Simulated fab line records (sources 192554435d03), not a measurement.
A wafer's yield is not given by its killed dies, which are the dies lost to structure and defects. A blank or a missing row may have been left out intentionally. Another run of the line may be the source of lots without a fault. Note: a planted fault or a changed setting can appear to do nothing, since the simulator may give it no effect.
A single fault, viewed from 2 desks | flow n5-finfet | only its own numbers are on each desk; what lay behind them is given at the end

== AT THE TOOL OWNER'S DESK: rie-diel-01 ==
The tool's own readings at N5_BEOL_M3_STRIP_97 (strips in N2/H2, time 10 s): means of the sampled wafers that have a number, for each lot that ran on this tool. Marked OUT: a lot whose mean sits more than 4 standard deviations from the usual mean, which makes it out of limits; the brackets give that distance.
Columns: A = bias-power-w at N5_BEOL_M3_STRIP_97, usual 7.000 W; B = chamber-pressure-mTorr at N5_BEOL_M3_STRIP_97, usual 19.999 mTorr; C = drypump-motor-current-A at N5_BEOL_M3_STRIP_97, usual 5.9 A; D = oes-product-au at N5_BEOL_M3_STRIP_97, usual 0.73 a.u.; E = rf-vpp-V at N5_BEOL_M3_STRIP_97, usual 59.0 V; F = showerhead-plenum-p-Torr at N5_BEOL_M3_STRIP_97, usual 2.50 Torr; G = throttle-valve-pct at N5_BEOL_M3_STRIP_97, usual 23.7 %
lot  | first seen here | A     | B      | C   | D    | E    | F    | G
L273 | day 9 20:08     | 6.984 | 19.988 | 5.7 | 0.77 | 59.1 | 2.50 | 23.9
L284 | day 12 18:04    | 7.007 | 20.001 | 6.1 | 0.69 | 58.7 | 2.46 | 24.0
L285 | day 12 18:32    | 7.030 | 19.994 | 6.0 | 0.69 | 59.1 | 2.46 | 24.0
L287 | day 13 06:19    | 7.004 | 19.997 | 5.7 | 0.75 | 59.3 | 2.49 | 23.9
Result from this desk: across the 4 lots, nothing is out of limits.

== FROM THE METROLOGY DESK ==
What the gauges read for every lot (on any tool): the sampled wafers with a number, averaged. Marked OUT: a lot whose mean sits more than 4 standard deviations from the usual mean, which makes it out of limits; the brackets give that distance. Shown here are 7 of its 11 readings, the ones lying furthest out on some lot.
Columns: A = V2_OVL at N5_BEOL_M3_OVL_MEAS_29, usual 0.1 nm; B = DIBL_P at N5_BEOL_M4_RC_MEAS_101, usual 35.8 mV/V; C = ION_N at N5_BEOL_M4_RC_MEAS_101, usual 670 uA/um; D = SS_N at N5_BEOL_M4_RC_MEAS_101, usual 71.5 mV/dec; E = SS_P at N5_BEOL_M4_RC_MEAS_101, usual 73.2 mV/dec; F = VT_N at N5_BEOL_M4_RC_MEAS_101, usual 250 mV; G = VT_P at N5_BEOL_M4_RC_MEAS_101, usual -251 mV
lot  | first seen here | A    | B    | C   | D    | E    | F   | G
L265 | day 7 09:47     | 0.4  | 33.2 | 660 | 71.1 | 72.5 | 253 | -255
L273 | day 9 11:47     | -0.3 | 34.9 | 677 | 71.7 | 73.5 | 248 | -248
L274 | day 9 14:35     | 1.1  | 35.6 | 674 | 71.5 | 73.0 | 249 | -247
L279 | day 11 16:48    | -0.2 | 34.9 | 673 | 71.5 | 72.9 | 251 | -249
L281 | day 11 16:59    | -0.6 | 34.7 | 659 | 71.7 | 72.5 | 251 | -248
L284 | day 12 06:46    | 0.1  | 34.9 | 667 | 70.8 | 73.0 | 250 | -251
L285 | day 12 13:28    | -0.5 | 36.5 | 666 | 71.4 | 73.9 | 253 | -253
L286 | day 12 21:25    | 0.3  | 34.7 | 673 | 71.1 | 72.8 | 248 | -252
L287 | day 13 05:10    | 0.7  | 36.2 | 679 | 71.1 | 73.1 | 251 | -252
Result from this desk: across the 9 lots, nothing is out of limits.

== BROUGHT TOGETHER ==
The desk of the tool owner found nothing out of limits.
From the metrology desk's view, nothing was out of limits.

== WHAT THE SIMULATOR PUT IN ==
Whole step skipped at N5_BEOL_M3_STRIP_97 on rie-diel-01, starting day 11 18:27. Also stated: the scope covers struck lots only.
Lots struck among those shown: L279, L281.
